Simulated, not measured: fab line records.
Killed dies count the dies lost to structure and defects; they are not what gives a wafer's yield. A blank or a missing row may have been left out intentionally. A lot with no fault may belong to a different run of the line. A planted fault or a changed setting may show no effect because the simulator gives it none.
What tool caused it? -- flow nand-harc -- 12 lots with 36 wafers sampled at 5 steps, on a route of 1302 steps

== WHAT THE GAUGES READ, wafer by wafer ==
NHARC_A_M0_OVL_MEAS_10: pitch 160 nm. Usual: overlay-x-nm 0.3 nm, standard deviation 0.76; overlay-y-nm 0.1 nm, standard deviation 0.63.
lot,measured,on,overlay-x-nm (nm),overlay-y-nm (nm),flag
L222,day 23 14:38,overlay-02,0.2 0.6 0.2,0.0 -0.4 0.2,
L227,day 25 08:40,overlay-01,0.2 0.5 0.4,-0.3 0.2 -0.3,
L228,day 25 17:06,overlay-01,1.7 1.2 1.2,0.0 0.3 -0.4,
L231,day 26 12:22,overlay-02,0.2 0.2 -0.1,1.6 1.5 1.6,
L230,day 26 15:34,overlay-01,-1.2 -0.6 -0.2,-0.5 0.1 -0.3,
L232,day 27 07:37,overlay-02,1.7 2.0 1.6,1.0 0.4 0.7,
L233,day 27 08:54,overlay-02,0.9 0.4 1.0,-0.5 -0.6 -0.2,
L242,day 30 13:32,overlay-02,0.0 0.0 0.8,-0.6 0.0 -0.5,
L239,day 30 15:34,overlay-01,0.6 0.1 -0.1,-0.6 -1.1 -0.7,
L241,day 31 06:08,overlay-01,-0.3 0.5 0.6,-0.2 0.1 -0.1,
L243,day 32 17:52,overlay-02,0.5 0.7 0.5,0.9 1.0 0.5,
L244,day 32 20:55,overlay-01,-0.4 -1.0 -0.9,-0.2 -0.8 0.0,

NHARC_END_SORT_01. Usual: defect-limited-yield 90.1 % (standard deviation 2.4); killed-at-array 62 (standard deviation 16); killed-at-other 0.8 (standard deviation 1.1); killed-at-periphery 4 (standard deviation 3.2); killed-dies 67 (standard deviation 16); killed-open 3.5 (standard deviation 1.9); killed-short 2.1 (standard deviation 1.5).
lot,measured,on,defect-limited-yield (%),killed-at-array,killed-at-other,killed-at-periphery,killed-dies,killed-open,killed-short,flag
L239,day 32 13:49,prober-01,90.8 90.8 91.0,61 60 60,0 0 0,1 2 1,62 62 61,5 3 4,2 3 2,

== TOOL THAT RAN EACH LOT (tool first, then ch and the chambers of the sampled wafers, then the start) ==
lot,NHARC_A_BLC_ETCH_16,NHARC_A_M0_STRIP_19,NHARC_A_M0_CMP_23
L222,"rie-diel-09 ch 0,2,3, day 23 10:40","wet-bench-03 ch 1,2,5, day 23 15:23","cmp-01 ch 0,1,3, day 23 16:44"
L227,"rie-diel-06 ch 0,1,2, day 25 04:50","wet-bench-01 ch 0,4,5, day 25 09:25","cmp-04 ch 1,2,3, day 25 10:51"
L228,"rie-diel-06 ch 1,2,3, day 25 13:01","wet-bench-04 ch 2,3,4, day 25 17:52","cmp-02 ch 0,3, day 25 19:16"
L231,"rie-diel-02 ch 0,2,3, day 26 08:31","wet-bench-04 ch 0,2,7, day 26 13:08","cmp-02 ch 1,2,3, day 26 14:28"
L230,"rie-diel-06 ch 1,3, day 26 11:38","wet-bench-04 ch 1,4,6, day 26 16:18","cmp-02 ch 0,3, day 26 17:39"
L232,"rie-diel-06 ch 0,1, day 27 03:44","wet-bench-04 ch 1,3,4, day 27 08:23","cmp-04 ch 0,1,3, day 27 09:46"
L233,"rie-diel-06 ch 1,2,3, day 27 05:03","wet-bench-03 ch 1,2,3, day 27 09:38","cmp-01 ch 1,2,3, day 27 11:03"
L242,"rie-diel-09 ch 0,1,2, day 30 09:13","wet-bench-01 ch 3,6,7, day 30 14:16","cmp-02 ch 1,2,3, day 30 15:41"
L239,"rie-diel-09 ch 0,1,2, day 30 11:47","wet-bench-04 ch 2,5,6, day 30 16:19","cmp-02 ch 0,2,3, day 30 17:39"
L241,"rie-diel-09 ch 0,1, day 31 02:14","wet-bench-03 ch 0,4,5, day 31 06:53","cmp-02 ch 0,1,3, day 31 08:17"
L243,"rie-diel-06 ch 0,2,3, day 32 13:53","wet-bench-01 ch 0,2,5, day 32 18:37","cmp-02 ch 1,2, day 32 20:00"
L244,"rie-diel-09 ch 0,2,3, day 32 16:32","wet-bench-01 ch 2,4,7, day 32 21:43","cmp-01 ch 0,1,3, day 32 23:05"
- NHARC_A_BLC_ETCH_16: etches the open film in CF4, target depth 39 nm, time 65 s.
- NHARC_A_M0_STRIP_19: strips in post etch residue remover, time 600 s.
- NHARC_A_M0_CMP_23: polishes, t overpolish 20 s, target thk 113.75 nm.

== AS READ BY THE TOOLS THEMSELVES (means over the sampled wafers that have a number; for cases with no such wafer, the mark the record gives instead) ==
NHARC_A_BLC_ETCH_16. Usual: chamber-pressure-mTorr 50.00 mTorr, standard deviation 0.047; drypump-motor-current-A 5.8 A, standard deviation 0.32; oes-product-au 1.001 a.u., standard deviation 0.0076; rf-vpp-V 150.8 V, standard deviation 1.1; showerhead-plenum-p-Torr 1.73 Torr, standard deviation 0.062; throttle-valve-pct 13.284 %, standard deviation 0.0093.
lot,tool,chamber-pressure-mTorr (mTorr),drypump-motor-current-A (A),oes-product-au (a.u.),rf-vpp-V (V),showerhead-plenum-p-Torr (Torr),throttle-valve-pct (%),flag
L222,rie-diel-09,50.02,6.0,1.005,150.9,1.78,13.281,
L227,rie-diel-06,49.93,5.7,1.005,150.7,1.70,13.281,
L228,rie-diel-06,49.98,5.7,0.996,150.6,1.71,13.282,
L231,rie-diel-02,50.06,5.6,1.006,150.4,1.71,13.284,
L230,rie-diel-06,49.98,6.0,0.995,151.1,1.74,13.281,
L232,rie-diel-06,49.94,5.9,0.990,151.0,1.71,13.289,
L233,rie-diel-06,49.98,5.7,1.004,150.4,1.71,13.287,
L242,rie-diel-09,50.01,5.9,1.006,150.6,1.77,13.279,
L239,rie-diel-09,50.06,5.9,0.991,150.7,1.77,13.280,
L241,rie-diel-09,50.00,5.9,1.004,152.1,1.76,13.280,
L243,rie-diel-06,50.06,5.9,1.006,150.4,1.68,13.290,
L244,rie-diel-09,50.03,6.0,0.999,151.0,1.77,13.279,

NHARC_A_M0_STRIP_19. Usual: bath-heat-duty-pct 12.9 %, standard deviation 1.5; run-length-s 603.3 s, standard deviation 1.1.
lot,tool,bath-heat-duty-pct (%),run-length-s (s),flag
L222,wet-bench-03,12.2,602.5,
L227,wet-bench-01,13.0,603.1,
L228,wet-bench-04,14.2,603.2,
L231,wet-bench-04,13.0,603.3,
L230,wet-bench-04,-,-,OFF
L232,wet-bench-04,-,-,OFF
L233,wet-bench-03,12.4,603.6,
L242,wet-bench-01,14.0,604.0,
L239,wet-bench-04,12.0,604.2,
L241,wet-bench-03,12.5,603.1,
L243,wet-bench-01,13.1,602.9,
L244,wet-bench-01,13.8,603.4,

NHARC_A_M0_CMP_23. Usual: motor-current-A 11.6 A, standard deviation 1.5; time-to-endpoint-s 28.6 s, standard deviation 2.3.
lot,tool,motor-current-A (A),time-to-endpoint-s (s),flag
L222,cmp-01,12.5,32.1,
L227,cmp-04,10.3,29.1,
L228,cmp-02,10.7,27.2,
L231,cmp-02,10.1,30.8,
L230,cmp-02,10.8,30.9,
L232,cmp-04,11.2,27.5,
L233,cmp-01,11.9,25.7,
L242,cmp-02,10.2,31.3,
L239,cmp-02,11.4,30.2,
L241,cmp-02,11.2,29.6,
L243,cmp-02,10.9,26.4,
L244,cmp-01,12.8,28.2,

== THE ANSWER, worked out from the rows above alone ==
Rule: a lot is off if the mean of its wafers that have a number lies more than 3 standard deviations from the usual mean. A lot without any number at a reading at which 4 lots or more have one is off too. Where the step has rows for the other lots, those lots are counted as sound. Order of review: gauges by route order, followed by the tools' own readings, for which a lot's mean as printed above is used. The first step at which some lot is off is used, and at that step the reading that is off furthest; a lot without a number counts as furthest.
Off, at NHARC_A_M0_STRIP_19 on bath-heat-duty-pct: L230, L232. Without a number there: L230, L232.
A tool fits if, at that step or a process step before it, it ran every lot that is off, and no sound lot after the first of them. Of those tried, none fits.

== WHAT HAD BEEN PUT IN BY THE SIMULATOR ==
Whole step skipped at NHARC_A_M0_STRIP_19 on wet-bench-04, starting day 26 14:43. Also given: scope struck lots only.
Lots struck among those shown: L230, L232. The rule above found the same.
